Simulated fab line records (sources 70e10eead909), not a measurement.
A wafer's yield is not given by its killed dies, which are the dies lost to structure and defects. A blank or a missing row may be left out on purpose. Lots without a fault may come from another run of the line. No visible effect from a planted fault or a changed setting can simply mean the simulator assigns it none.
Which tool is to blame? -- flow nand harc -- Sampling: 12 lots, 36 wafers, 6 of 1159 route steps

== WHAT THE GAUGES SHOWED, per wafer ==
NHARC_A_SLIT_INSPECT_11.
lot,measured,on,raw defect count
L722,day 14 06:37,defect inspect-01,28 23 30
L725,day 14 21:41,defect inspect-02,28 21 31
L726,day 15 07:52,defect inspect-02,15 16 17
L730,day 16 08:20,defect inspect-01,25 34 26
L736,day 17 15:52,defect inspect-02,37 29 34
L739,day 18 07:28,defect inspect-02,18 17 16
L737,day 18 12:07,defect inspect-01,34 35 23
L741,day 18 19:02,defect inspect-01,37 31 37
L740,day 19 05:49,defect inspect-01,23 19 11
L744,day 19 22:37,defect inspect-02,13 23 20
L742,day 19 23:05,defect inspect-01,21 20 18
L743,day 19 22:55,defect inspect-02,14 17 10

NHARC_A_SIN_REMOVE_INSPECT_04.
lot,measured,on,raw defect count
L722,day 14 21:03,defect inspect-02,260 249 281
L725,day 15 10:11,defect inspect-01,216 212 196
L726,day 15 17:44,defect inspect-01,526 511 445
L730,day 16 19:31,defect inspect-01,652 557 510
L736,day 18 03:00,defect inspect-02,348 238 284
L739,day 18 17:04,defect inspect-02,407 370 282
L737,day 18 23:20,defect inspect-02,231 247 189
L741,day 19 06:19,defect inspect-01,434 330 323
L740,day 19 17:00,defect inspect-01,334 160 206
L744,day 20 11:01,defect inspect-01,440 539 480
L742,day 20 14:18,defect inspect-01,291 261 260
L743,day 20 11:00,defect inspect-01,288 308 271

NHARC_END_SORT_01.
lot,measured,on,killed at array,killed at other,killed at periphery,killed dies,killed open,killed short
L726,day 19 18:16,prober-02,97 86 99,0 1 0,3 5 1,100 92 100,1 3 3,3 5 4
L730,day 21 09:51,prober-01,71 92 88,0 1 1,2 5 3,73 98 92,3 5 3,5 2 3
L737,day 23 12:30,prober-01,29 25,0 0,4 3,33 28,7 3,0 1

== EACH LOT AND THE TOOL THAT RAN IT (in order: tool; ch and the chambers of the sampled wafers; start) ==
lot,NHARC_A_SLIT_DEP_25,NHARC_A_SLIT_ETCH_15,NHARC_A_SLIT_STRIP_18
L722,"pecvd-03 ch 0,1, day 14 03:28","rie diel-09 ch 2,3, day 14 14:30 or earlier","rie diel-09 ch 2,3, day 14 14:30"
L725,"pecvd-02 ch 0,2, day 14 16:50","rie diel-11 ch 0,1,2, day 15 03:43 or earlier","rie diel-11 ch 0,1,2, day 15 03:43"
L726,"pecvd-03 ch 0,1,2, day 15 03:04","rie diel-09 ch 0,1,3, day 15 11:11 or earlier","rie diel-09 ch 0,1, day 15 11:11"
L730,"pecvd-03 ch 1,2, day 16 04:31","rie diel-05 ch 0,2,3, day 16 11:26 or earlier","rie diel-09 ch 0,1,2, day 16 11:26"
L736,"pecvd-02 ch 0,1, day 17 12:45","rie diel-09 ch 0,1,2, day 17 18:56 or earlier","rie diel-05 ch 0,1,2, day 17 18:56"
L739,"pecvd-01 ch 0,1, day 18 01:01","rie diel-05 ch 0,1, day 18 10:37 or earlier","rie diel-05 ch 0,1,3, day 18 10:37"
L737,"pecvd-01 ch 0,1,2, day 18 06:55","rie diel-05 ch 0,3, day 18 15:09 or earlier","rie diel-11 ch 0,1,3, day 18 15:09"
L741,"pecvd-03 ch 1,2, day 18 15:27","rie diel-09 ch 0,2,3, day 18 22:06 or earlier","rie diel-11 ch 1,3, day 18 22:06"
L740,"pecvd-03 ch 1,2, day 19 01:50","rie diel-05 ch 1,2,3, day 19 08:53 or earlier","rie diel-09 ch 2,3, day 19 08:53"
L744,"pecvd-02 ch 0,2, day 19 19:05","rie diel-11 ch 0,2,3, day 20 02:52 or earlier","rie diel-11 ch 0,1,3, day 20 02:52"
L742,"pecvd-01 ch 0,2, day 19 19:08","rie diel-05 ch 1,3, day 20 06:10 or earlier","rie diel-11 ch 0,1,2, day 20 06:10"
L743,"pecvd-02 ch 0,2, day 19 19:21","rie diel-09 ch 1,2,3, day 20 04:32 or earlier","rie diel-05 ch 0,1,3, day 20 04:32"
- NHARC_A_SLIT_DEP_25: deposits SiO2, target thk 200 nm.
- NHARC_A_SLIT_ETCH_15: etches the open film in O2/COS, target depth 3200 nm, time 832 s.
- NHARC_A_SLIT_STRIP_18: strips in O2.

== AS READ BY THE TOOLS THEMSELVES (means over the sampled wafers that have a number; for cases with no such wafer, the mark the record gives instead) ==
NHARC_A_SLIT_DEP_25.
lot,tool,heater power w (W),showerhead vpp V (V),throttle valve pct (%)
L722,pecvd-03,541,1862,16.1
L725,pecvd-02,455,1877,15.4
L726,pecvd-03,526,1797,16.0
L730,pecvd-03,485,1702,15.8
L736,pecvd-02,517,1789,14.7
L739,pecvd-01,490,1961,15.4
L737,pecvd-01,478,1869,15.7
L741,pecvd-03,565,1688,15.9
L740,pecvd-03,499,1695,16.0
L744,pecvd-02,503,1893,15.2
L742,pecvd-01,489,1784,16.0
L743,pecvd-02,525,1888,15.2

NHARC_A_SLIT_ETCH_15.
lot,tool,drypump motor current A (A),oes product au (a.u.),rf vpp V (V),showerhead plenum p Torr (Torr),throttle valve pct (%)
L722,rie diel-09,5.8,1.009,313.2,3.10,28.326
L725,rie diel-11,5.6,0.999,312.5,3.06,28.332
L726,rie diel-09,6.0,1.005,315.9,3.21,28.333
L730,rie diel-05,5.7,0.995,314.6,3.17,28.342
L736,rie diel-09,6.2,1.005,315.2,3.18,28.326
L739,rie diel-05,5.7,0.997,314.4,3.10,28.336
L737,rie diel-05,5.7,0.990,316.1,3.29,28.335
L741,rie diel-09,5.9,1.011,313.6,3.13,28.334
L740,rie diel-05,5.9,0.991,312.4,3.04,28.331
L744,rie diel-11,5.5,0.996,314.6,3.12,28.331
L742,rie diel-05,5.9,1.000,312.7,3.03,28.332
L743,rie diel-09,5.8,0.998,314.4,3.18,28.332

NHARC_A_SLIT_STRIP_18.
lot,tool,drypump motor current A (A),oes product au (a.u.),rf vpp V (V),showerhead plenum p Torr (Torr),throttle valve pct (%)
L722,rie diel-09,5.6,1.005,57.4,3.53,17.038
L725,rie diel-11,5.6,1.006,58.4,3.46,17.027
L726,rie diel-09,6.2,1.007,58.4,3.69,17.043
L730,rie diel-09,6.2,0.997,57.3,3.59,17.034
L736,rie diel-05,5.7,1.003,57.4,3.51,17.043
L739,rie diel-05,5.8,1.000,57.2,3.58,17.046
L737,rie diel-11,5.7,0.992,58.7,3.58,17.034
L741,rie diel-11,5.5,1.003,58.0,3.58,17.042
L740,rie diel-09,5.6,1.012,57.3,3.53,17.033
L744,rie diel-11,5.7,1.000,57.5,3.58,17.036
L742,rie diel-11,5.6,1.006,58.6,3.46,17.038
L743,rie diel-05,5.8,0.991,57.8,3.57,17.033

== THE ANSWER, worked out from the rows above alone ==
Rule: the usual values come from the lots themselves. The widest of any qualifying gaps counts: lots, ordered by their means at a reading, are off when they make up no more than a third of the lots, leave a main group of 4 or more, and stand apart from it by 3 or more times the standard deviation of that group's means. The tables above print the reading to a certain number of digits; a main group whose means all agree to those digits is not used. Also off: a lot with no number at a reading for which 4 or more lots have one. The other lots that the step has rows for count as sound. Order of review: gauges by route order, followed by the tools' own readings, for which a lot's mean as printed above is used. The first step at which some lot is off is used, and at that step the reading that is off furthest; a lot without a number counts as furthest.
Off: L726, L730 (NHARC_A_SLIT_STRIP_18, drypump motor current A). The main group has a mean of 5.7 A with a standard deviation of 0.092.
A tool fits if, at that step or a process step before it, it ran every lot that is off, and no sound lot after the first of them. NHARC_A_SLIT_ETCH_15: start missing for some lots; hours and lot order therefore follow NHARC_A_SLIT_STRIP_18. No candidate that was tried fits.

== WHAT WAS PUT IN BY THE SIMULATOR ==
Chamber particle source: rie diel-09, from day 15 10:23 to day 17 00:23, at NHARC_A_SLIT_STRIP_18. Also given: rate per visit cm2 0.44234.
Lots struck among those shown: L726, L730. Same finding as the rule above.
